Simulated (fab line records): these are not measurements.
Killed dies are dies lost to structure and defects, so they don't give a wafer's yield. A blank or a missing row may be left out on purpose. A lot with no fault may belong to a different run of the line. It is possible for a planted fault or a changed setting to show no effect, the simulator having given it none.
fab line records	flow nand-harc	part 1 of 2: steps 1 to 3 of 6
record lots=24	wafers=72	last-day=24
route steps=1159 shown A_CONTACT@881
lots untouched by any fault: they come from a run of this same line in which no faults occurred
start-h: the number of hours between the record's first day and the start of the first shown wafer of the lot	wait-h: hours from the lot's prior step to this one	" the same as in the row above	L1.1+2: a single row standing in for several wafers	- no value, or no start was given	* or withheld: withheld	< > ~ a bound
route shown NAME@n: NAME is a module with steps in the file, n the number in the route of the first one	usual: average and standard deviation across the fault-free wafers	same: alike in all rows	chamber/n: place in a boat	sites: per-site readings	_std_site: the values' standard deviation	_edge_site: inner sites' mean taken away from outer sites' mean	radius-mm: for every site, how far away it sits from the centre of the wafer	mask NAME#n: copy n	behind: tool/chamber where the wafer was last shaped	hold: why the lot went on hold/how many hours it stayed there/how the hold came to an end	device: which transistor (n, p or np) failed to switch	end of line: tests of these same wafers at the route's end	a step given without rows: its recipe and nothing more	killed: dies lost to structure and defects at the first sort, not the wafer's yield	map: a wafer's dies, x killed, . not, _ none there
set.NAME: the run value of the setting; set.NAME@STEP: its run value at that earlier step	model.NAME: the simulator's own value behind a step, which no gauge read
route steps across a sampled set of lots; one table per step, one row per wafer
services: when a tool's chamber went out of use (start-h, in hours from the record's first day, below 0 if earlier), for how many hours, and the reason
## steps
# step NHARC_A_CONTACT_ETCH_102
# recipe target-depth-a=700	overetch-a=70	time-s=38.5	ion-energy-ev=100	cf4-flow-sccm=80	o2-flow-sccm=20	ar-flow-sccm=0	rf-w=300	bias-w=100	chemistry=CF4/O2
# usual drypump-motor-current-A=5.9/0.41	mfc-ar-sccm=0.016/0.01	oes-product-au=1.002/0.0066	rf-vpp-V=198.8/1.1	showerhead-plenum-p-Torr=1.38/0.042	throttle-valve-pct=13.397/0.0087
# same time-s=38.5
lot.wafer	tool	chamber	start-h	wait-h	drypump-motor-current-A	mfc-ar-sccm	oes-product-au	rf-hours-counter-h	rf-vpp-V	showerhead-plenum-p-Torr	throttle-valve-pct
L074.1	rie-diel-05	3	359.08	0.1	5.9	0.007	1.013	2	199.5	1.41	13.406
L074.2	"	1	"	"	5.3	0.006	1.003	1	199.1	1.41	13.409
L074.3	"	2	"	"	6.2	0.020	1.008	1	199.9	1.38	13.402
L075.1	rie-diel-05	1	371.73	0.1	5.3	0.006	1.001	4	200.7	1.41	13.411
L075.4	"	2	"	"	6.2	0.020	1.013	5	200.2	1.38	13.400
L075.3	"	0	"	"	6.3	0.025	1.008	5	198.9	1.39	13.399
L076.3	rie-diel-05	0	377.38	0.1	6.3	0.025	1.001	7	200.1	1.39	13.400
L076.5	"	3	"	"	5.9	0.007	0.998	-	198.5	1.41	13.392
L076.6	"	0	"	"	6.3	0.025	1.004	-	200.0	1.39	13.398
L077.2	rie-diel-11	3	377.49	0.1	6.4	0.031	1.017	1	198.1	1.24	13.405
L077.5	"	0	"	"	6.0	0	1.004	-	198.4	1.36	13.391
L077.6	"	1	"	"	6.1	0.040	1.027	-	198.1	1.38	13.394
L078.4	rie-diel-05	1	386.34	0.1	5.3	0.006	1.008	9	199.8	1.40	13.402
L078.1	"	0	"	"	6.3	0.025	1.001	10	198.9	1.39	13.394
L078.5	"	1	"	"	5.3	0.006	0.998	-	199.1	1.40	13.402
L079.4	rie-diel-05	0	398.10	0.0	6.4	0.025	0.996	12	198.4	1.39	13.401
L079.2	"	1	"	"	5.3	0.006	0.990	11	199.7	1.40	13.380
L079.3	"	2	"	"	6.2	0.020	0.991	11	199.1	1.37	13.397
L080.3	rie-diel-05	0	402.29	0.1	6.3	0.025	1.008	12	200.7	1.39	13.404
L080.2	"	1	"	"	5.3	0.006	1.002	11	199.0	1.40	13.402
L080.4	"	2	"	"	6.2	0.020	1.003	11	198.0	1.37	13.373
L081.4	rie-diel-05	1	407.61	0.1	5.3	0.006	1.003	12	198.1	1.40	13.403
L081.2	"	2	"	"	6.2	0.020	0.999	13	198.4	1.37	13.405
L081.1	"	3	"	"	5.9	0.007	1.000	13	198.9	1.40	13.396
L082.4	rie-diel-05	0	429.28	0.1	6.3	0.025	1.004	15	199.9	1.39	13.392
L082.3	"	1	"	"	5.3	0.006	1.007	14	198.4	1.40	13.395
L082.2	"	2	"	"	6.2	0.020	1.000	15	199.1	1.37	13.397
L083.2	rie-diel-05	0	429.92	0.1	6.3	0.025	1.002	15	198.9	1.39	13.392
L083.1	"	1	"	"	5.3	0.006	0.994	14	198.8	1.40	13.407
L083.4	"	2	"	"	6.2	0.020	1.000	15	199.9	1.37	13.398
L087.4	rie-diel-05	1	439.22	0.1	5.3	0.006	1.002	17	199.1	1.40	13.403
L087.2	"	3	"	"	5.9	0.007	1.004	15	199.2	1.40	13.393
L087.1	"	0	"	"	6.3	0.025	1.010	18	199.0	1.39	13.410
L084.2	rie-diel-05	3	440.59	0.1	5.9	0.007	0.996	16	200.4	1.40	13.386
L084.4	"	0	"	"	6.3	0.025	1.021	18	198.8	1.39	13.390
L084.5	"	2	"	"	6.2	0.020	1.011	-	197.9	1.37	13.389
L086.4	rie-diel-05	1	443.42	0.1	5.3	0.006	1.000	18	199.2	1.40	13.394
L086.3	"	2	"	"	6.2	0.020	0.992	19	198.9	1.37	13.386
L086.6	"	3	"	"	5.9	0.007	1.007	-	199.1	1.40	13.385
L085.1	rie-diel-08	3	444.62	0.1	5.5	0.016	1.009	50	197.1	1.28	13.411
L085.3	"	1	"	"	5.6	0.025	0.991	51	196.6	1.24	13.411
L085.6	"	2	"	"	5.3	0	0.991	-	200.1	1.42	13.392
L088.2	rie-diel-05	1	448.10	0.1	5.3	0.006	1.006	19	199.1	1.40	13.418
L088.4	"	3	"	"	5.9	0.007	1.013	18	199.6	1.40	13.396
L088.5	"	1	"	"	5.3	0.006	1.009	-	199.8	1.40	13.402
L090.3	rie-diel-08	1	458.07	0.1	5.6	0.025	0.996	58	195.2	1.24	13.395
L090.5	"	1	"	"	5.6	0.025	0.994	-	197.0	1.24	13.386
L090.6	"	2	"	"	5.3	0	0.999	-	198.1	1.42	13.396
L089.3	rie-diel-05	0	458.45	0.1	6.3	0.025	1.004	23	198.8	1.39	13.406
L089.4	"	1	"	"	5.3	0.006	0.996	22	199.2	1.40	13.398
L089.2	"	2	"	"	6.2	0.020	0.998	22	199.5	1.37	13.410
L093.3	rie-diel-05	3	482.85	0.1	5.9	0.007	1.008	23	198.5	1.40	13.410
L093.4	"	0	"	"	6.3	0.025	1.001	26	199.0	1.39	13.396
L093.5	"	1	"	"	5.3	0.006	1.012	-	197.8	1.40	13.382
L092.1	rie-diel-05	2	488.47	0.1	6.2	0.020	1.002	25	200.4	1.37	13.410
L092.2	"	0	"	"	6.3	0.025	1.001	26	199.6	1.39	13.384
L092.6	"	2	"	"	6.2	0.020	0.989	-	197.5	1.37	13.394
L094.4	rie-diel-08	0	492.42	0.0	6.2	0.006	1.001	2	198.0	1.37	13.406
L094.3	"	3	"	"	5.5	0.016	0.993	3	196.3	1.28	13.401
L094.6	"	0	"	"	6.2	0.006	0.991	-	199.4	1.37	13.407
L091.3	rie-diel-11	0	501.54	0.3	6.0	0	1.003	43	198.1	1.35	13.388
L091.4	"	1	"	"	6.2	0.040	1.014	44	200.2	1.37	13.404
L091.5	"	1	"	"	6.2	0.040	1.013	-	198.6	1.37	13.399
L096.1	rie-diel-11	2	501.77	0.2	5.8	0.026	0.999	44	195.4	1.31	13.386
L096.3	"	3	"	"	6.5	0.031	1.007	42	195.5	1.24	13.393
L096.4	"	0	"	"	6.0	0	0.994	43	198.7	1.35	13.396
L097.1	rie-diel-05	0	505.21	0.2	6.3	0.025	1.002	32	200.7	1.39	13.400
L097.3	"	1	"	"	5.3	0.006	1.004	30	199.8	1.40	13.386
L097.4	"	1	"	"	5.3	0.006	1.000	-	197.6	1.40	13.407
L095.1	rie-diel-05	0	512.04	0.1	6.3	0.025	0.990	34	200.5	1.38	13.395
L095.6	"	0	"	"	6.3	0.025	0.997	-	197.7	1.38	13.393
L095.4	"	1	"	"	5.3	0.006	1.007	-	198.9	1.40	13.400
# step NHARC_A_CONTACT_DESCUM_74
# recipe time-s=3	o2-flow-sccm=200	ar-flow-sccm=0	bias-power-w=0	chemistry=O2
# usual drypump-motor-current-A=5.9/0.41	mfc-ar-sccm=0.016/0.01	oes-product-au=1.002/0.0075	rf-vpp-V=58.1/0.85	showerhead-plenum-p-Torr=1.96/0.074	throttle-valve-pct=11.309/0.0091
# same time-s=3
lot.wafer	tool	chamber	start-h	wait-h	drypump-motor-current-A	mfc-ar-sccm	oes-product-au	rf-hours-counter-h	rf-vpp-V	showerhead-plenum-p-Torr	throttle-valve-pct
L074.3	rie-diel-11	2	366.46	0.1	5.8	0.026	1.005	61	57.7	1.89	11.321
L074.1	"	3	"	"	6.5	0.031	0.999	62	57.6	1.78	11.299
L074.2	"	0	"	"	6.0	0	1.004	63	57.5	1.95	11.300
L075.1	rie-diel-05	0	378.18	0.1	6.4	0.025	1.011	7	59.0	2.00	11.298
L075.4	"	1	"	"	5.3	0.006	1.010	6	59.3	2.02	11.318
L075.3	"	2	"	"	6.2	0.020	1.001	7	57.3	1.97	11.308
L076.3	rie-diel-05	2	384.38	0.1	6.2	0.020	1.005	9	57.5	1.97	11.316
L076.5	"	1	"	"	5.3	0.006	1.010	-	59.0	2.02	11.332
L076.6	"	2	"	"	6.2	0.020	1.009	-	57.7	1.97	11.302
L077.2	rie-diel-11	0	384.69	0.1	6.0	0	1.004	3	59.4	1.95	11.301
L077.6	"	0	"	"	6.0	0	1.013	-	59.2	1.95	11.314
L077.5	"	1	"	"	6.1	0.040	1.017	-	58.7	1.98	11.305
L078.4	rie-diel-05	2	389.93	0.1	6.2	0.020	1.006	10	57.6	1.97	11.320
L078.1	"	0	"	"	6.3	0.025	1.002	10	57.3	1.99	11.305
L078.5	"	1	"	"	5.3	0.006	1.003	-	56.4	2.01	11.317
L079.3	rie-diel-08	1	401.85	0.1	5.6	0.025	0.998	34	59.3	1.78	11.322
L079.4	"	2	"	"	5.3	0	0.994	38	57.3	2.04	11.305
L079.2	"	0	"	"	6.2	0.006	0.991	35	57.9	1.97	11.303
L080.4	rie-diel-05	0	405.67	0.1	6.3	0.025	1.007	13	57.9	1.99	11.312
L080.3	"	1	"	"	5.3	0.006	1.005	12	57.5	2.01	11.314
L080.2	"	2	"	"	6.2	0.020	1.010	12	56.7	1.97	11.322
L081.4	rie-diel-08	3	411.62	0.1	5.5	0.016	1.013	34	57.9	1.83	11.313
L081.2	"	0	"	"	6.2	0.006	0.998	36	57.8	1.97	11.301
L081.1	"	2	"	"	5.3	0	0.993	40	57.2	2.04	11.302
L082.2	rie-diel-05	0	434.73	0.1	6.4	0.025	1.014	15	58.0	1.99	11.318
L082.3	"	2	"	"	6.2	0.020	1.008	15	55.7	1.97	11.316
L082.4	"	2	"	"	6.2	0.020	0.991	-	59.7	1.97	11.302
L083.2	rie-diel-05	0	435.24	0.1	6.3	0.025	1.011	16	58.2	1.99	11.316
L083.1	"	2	"	"	6.2	0.020	1.012	15	57.4	1.97	11.329
L083.4	"	0	"	"	6.3	0.025	1.012	-	58.2	1.99	11.329
L087.2	rie-diel-08	3	443.16	0.1	5.5	0.016	1.001	49	56.2	1.83	11.298
L087.1	"	0	"	"	6.2	0.006	0.994	53	58.6	1.97	11.302
L087.4	"	0	"	"	6.2	0.006	1.005	-	58.3	1.97	11.306
L084.4	rie-diel-05	0	446.20	0.1	6.3	0.025	1.000	19	59.8	1.99	11.312
L084.2	"	1	"	"	5.3	0.006	1.006	18	58.0	2.01	11.318
L084.5	"	0	"	"	6.3	0.025	1.006	-	58.1	1.99	11.320
L086.3	rie-diel-11	2	450.07	0.1	5.9	0.026	1.004	26	57.9	1.89	11.315
L086.4	"	3	"	"	6.5	0.031	1.008	23	56.9	1.77	11.317
L086.6	"	2	"	"	5.8	0.026	1.002	-	58.7	1.89	11.304
L085.1	rie-diel-05	1	450.46	0.1	5.3	0.006	0.993	19	58.0	2.01	11.312
L085.3	"	2	"	"	6.2	0.020	0.996	20	58.9	1.97	11.317
L085.6	"	2	"	"	6.2	0.020	1.002	-	58.9	1.97	11.296
L088.2	rie-diel-05	1	453.46	0.1	5.3	0.006	0.997	20	58.4	2.01	11.305
L088.4	"	3	"	"	5.9	0.007	0.983	19	59.4	2.01	11.306
L088.5	"	0	"	"	6.3	0.025	1.005	-	56.9	1.99	11.309
L090.3	rie-diel-05	2	462.98	0.1	6.2	0.020	0.997	23	59.0	1.97	11.311
L090.5	"	0	"	"	6.3	0.025	1.008	-	59.3	1.99	11.307
L090.6	"	1	"	"	5.3	0.006	0.998	-	58.2	2.01	11.308
L089.3	rie-diel-08	3	464.74	0.1	5.5	0.016	1.007	58	57.2	1.83	11.291
L089.4	"	0	"	"	6.2	0.006	1.003	61	58.4	1.97	11.318
L089.2	"	1	"	"	5.6	0.025	1.005	60	58.3	1.77	11.307
L093.4	rie-diel-05	3	486.44	0.1	5.9	0.007	0.985	23	57.8	2.01	11.315
L093.3	"	1	"	"	5.3	0.006	0.998	24	57.5	2.01	11.311
L093.5	"	3	"	"	5.9	0.007	0.999	-	59.0	2.01	11.302
L092.2	rie-diel-05	3	491.80	0.1	5.9	0.007	0.995	24	59.9	2.01	11.314
L092.1	"	1	"	"	5.3	0.006	1.003	26	58.4	2.01	11.322
L092.6	"	3	"	"	5.9	0.007	1.003	-	58.8	2.01	11.304
L094.4	rie-diel-05	2	495.95	0.1	6.2	0.020	0.990	27	56.7	1.97	11.314
L094.3	"	3	"	"	5.9	0.007	0.979	26	58.3	2.01	11.305
L094.6	"	2	"	"	6.2	0.020	0.993	-	57.8	1.97	11.295
L091.4	rie-diel-08	0	506.73	0.1	6.2	0.006	1.001	10	56.8	1.96	11.295
L091.3	"	1	"	"	5.6	0.025	1.007	10	59.0	2.07	11.306
L091.5	"	0	"	"	6.2	0.006	1.000	-	57.5	1.96	11.307
L096.3	rie-diel-05	1	507.04	0.1	5.3	0.006	0.991	30	58.0	2.01	11.299
L096.1	"	2	"	"	6.2	0.020	0.988	30	57.1	1.97	11.309
L096.4	"	2	"	"	6.2	0.020	0.993	-	58.2	1.97	11.281
L097.4	rie-diel-11	0	510.68	0.1	6.0	0	1.009	47	57.8	1.93	11.324
L097.3	"	1	"	"	6.2	0.040	1.009	48	58.5	1.96	11.307
L097.1	"	3	"	"	6.5	0.031	1.016	47	56.7	1.77	11.314
L095.1	rie-diel-05	0	517.36	0.1	6.4	0.025	1.006	34	57.4	1.99	11.314
L095.4	"	2	"	"	6.2	0.020	0.993	32	58.0	1.96	11.302
L095.6	"	0	"	"	6.3	0.025	1.009	-	58.3	1.99	11.302
# step NHARC_A_CONTACT_ETCH_76
# recipe target-depth-a=2600	over-etch-frac=0.3	time-s=475.3	ion-energy-ev=200	n2-flow-sccm=150	h2-flow-sccm=150	ar-flow-sccm=0	rf-w=400	bias-w=150	chemistry=N2/H2
# usual drypump-motor-current-A=5.9/0.4	mfc-ar-sccm=0.016/0.01	oes-product-au=1.004/0.0067	rf-vpp-V=432.0/2.5	showerhead-plenum-p-Torr=2.09/0.082	throttle-valve-pct=14.171/0.0084
# same time-s=475.3
lot.wafer	tool	chamber	start-h	wait-h	drypump-motor-current-A	mfc-ar-sccm	oes-product-au	rf-hours-counter-h	rf-vpp-V	showerhead-plenum-p-Torr	throttle-valve-pct
L074.2	rie-diel-08	0	-	-	6.2	0.006	1.004	22	433.6	2.11	14.179
L074.1	"	2	"	"	5.3	0	1.006	24	434.4	2.19	14.181
L074.3	"	3	"	"	5.4	0.016	0.993	20	425.8	1.96	14.170
L075.4	rie-diel-05	0	-	-	6.3	0.025	1.005	7	434.9	2.13	14.172
L075.3	"	1	"	"	5.3	0.006	1.003	7	432.0	2.15	14.178
L075.1	"	3	"	"	5.9	0.007	1.007	8	433.3	2.15	14.175
L076.3	rie-diel-05	3	-	-	5.9	0.007	1.003	9	432.7	2.15	14.173
L076.5	"	2	"	"	6.2	0.020	1.002	-	432.6	2.10	14.167
L076.6	"	3	"	"	5.9	0.007	0.997	-	434.3	2.15	14.173
L077.2	rie-diel-11	1	-	-	6.2	0.040	1.004	4	433.2	2.11	14.165
L077.6	"	0	"	"	6.0	0	1.008	-	430.9	2.08	14.172
L077.5	"	1	"	"	6.2	0.040	1.007	-	432.5	2.11	14.180
L078.4	rie-diel-05	3	-	-	5.9	0.007	1.002	10	434.3	2.15	14.168
L078.1	"	1	"	"	5.3	0.006	1.017	9	434.2	2.15	14.167
L078.5	"	2	"	"	6.2	0.020	1.014	-	431.6	2.10	14.194
L079.3	rie-diel-08	0	-	-	6.2	0.006	0.998	35	432.2	2.11	14.166
L079.4	"	1	"	"	5.6	0.025	1.002	34	424.8	1.89	14.188
L079.2	"	3	"	"	5.5	0.016	1.006	33	428.3	1.95	14.178
L080.2	rie-diel-05	1	-	-	5.3	0.006	1.006	12	433.2	2.15	14.186
L080.4	"	2	"	"	6.2	0.020	1.005	12	431.5	2.10	14.177
L080.3	"	3	"	"	5.9	0.007	1.002	12	434.6	2.15	14.186
L081.4	rie-diel-08	1	-	-	5.6	0.025	1.011	35	427.1	1.89	14.169
L081.1	"	2	"	"	5.4	0	0.997	40	435.1	2.18	14.161
L081.2	"	3	"	"	5.5	0.016	1.000	34	427.8	1.95	14.177
L082.2	rie-diel-05	0	-	-	6.3	0.025	1.007	15	434.4	2.13	14.175
L082.3	"	1	"	"	5.3	0.006	1.002	15	433.6	2.15	14.168
L082.4	"	2	"	"	6.2	0.020	1.001	-	433.8	2.10	14.182
L083.2	rie-diel-05	1	-	-	5.3	0.006	0.999	15	432.4	2.15	14.170
L083.1	"	2	"	"	6.2	0.020	1.007	15	432.6	2.10	14.172
L083.4	"	2	"	"	6.2	0.020	1.003	-	431.3	2.10	14.175
L087.1	rie-diel-08	0	-	-	6.2	0.006	0.996	53	432.0	2.10	14.155
L087.2	"	3	"	"	5.5	0.016	1.006	49	427.8	1.95	14.184
L087.4	"	1	"	"	5.6	0.025	1.006	-	425.9	1.88	14.175
L084.2	rie-diel-05	1	-	-	5.3	0.006	0.998	19	433.4	2.15	14.177
L084.4	"	3	"	"	5.9	0.007	0.996	17	432.2	2.15	14.177
L084.5	"	0	"	"	6.4	0.025	0.997	-	433.0	2.12	14.171
L086.3	rie-diel-11	0	-	-	6.0	0	0.999	23	431.6	2.07	14.157
L086.4	"	1	"	"	6.2	0.040	1.018	26	431.5	2.10	14.176
L086.6	"	1	"	"	6.2	0.040	1.008	-	431.6	2.10	14.169
L085.1	rie-diel-05	3	-	-	5.9	0.007	1.009	18	432.8	2.15	14.183
L085.3	"	0	"	"	6.3	0.025	1.004	20	432.5	2.12	14.161
L085.6	"	3	"	"	5.9	0.007	1.009	-	432.2	2.15	14.186
L088.4	rie-diel-05	1	-	-	5.3	0.006	0.996	21	434.8	2.15	14.165
L088.2	"	2	"	"	6.2	0.020	0.997	21	431.5	2.10	14.187
L088.5	"	0	"	"	6.3	0.025	1.008	-	433.8	2.12	14.169
L090.3	rie-diel-05	0	-	-	6.4	0.025	1.013	24	432.9	2.12	14.161
L090.6	"	0	"	"	6.4	0.025	1.001	-	432.8	2.12	14.173
L090.5	"	1	"	"	5.3	0.006	1.009	-	433.3	2.15	14.168
L089.2	rie-diel-08	3	-	-	5.5	0.016	0.998	58	428.1	1.94	14.167
L089.3	"	0	"	"	6.2	0.006	0.999	61	432.0	2.10	14.180
L089.4	"	1	"	"	5.6	0.025	1.003	60	425.9	1.88	14.161
L093.4	rie-diel-05	3	-	-	5.9	0.007	1.009	23	432.3	2.15	14.160
L093.3	"	0	"	"	6.3	0.025	1.002	26	433.7	2.12	14.174
L093.5	"	3	"	"	5.9	0.007	1.015	-	432.8	2.15	14.166
L092.2	rie-diel-05	1	-	-	5.3	0.006	1.004	26	432.6	2.14	14.164
L092.1	"	2	"	"	6.2	0.020	0.996	26	433.0	2.10	14.169
L092.6	"	0	"	"	6.3	0.025	0.998	-	432.2	2.12	14.158
L094.4	rie-diel-05	3	-	-	5.9	0.007	1.010	26	432.2	2.15	14.162
L094.3	"	2	"	"	6.2	0.020	1.013	27	433.8	2.10	14.187
L094.6	"	3	"	"	5.9	0.007	1.007	-	433.2	2.15	14.173
L091.4	rie-diel-08	2	-	-	5.3	0	1.007	10	433.8	2.17	14.165
L091.3	"	0	"	"	6.2	0.006	0.987	10	432.2	2.09	14.181
L091.5	"	2	"	"	5.3	0	1.006	-	434.3	2.17	14.171
L096.3	rie-diel-05	1	-	-	5.3	0.006	1.002	31	432.8	2.14	14.166
L096.1	"	2	"	"	6.2	0.020	1.003	30	433.5	2.10	14.169
L096.4	"	2	"	"	6.2	0.020	1.002	-	433.1	2.10	14.175
L097.3	rie-diel-11	3	-	-	6.5	0.031	1.018	47	426.3	1.88	14.163
L097.1	"	0	"	"	6.0	0	1.003	47	429.9	2.06	14.165
L097.4	"	2	"	"	5.9	0.026	1.001	48	429.2	2.00	14.170
L095.1	rie-diel-05	1	-	-	5.3	0.006	1.019	32	433.2	2.14	14.170
L095.4	"	3	"	"	5.9	0.007	1.009	27	435.0	2.15	14.171
L095.6	"	1	"	"	5.3	0.006	1.010	-	432.3	2.14	14.170
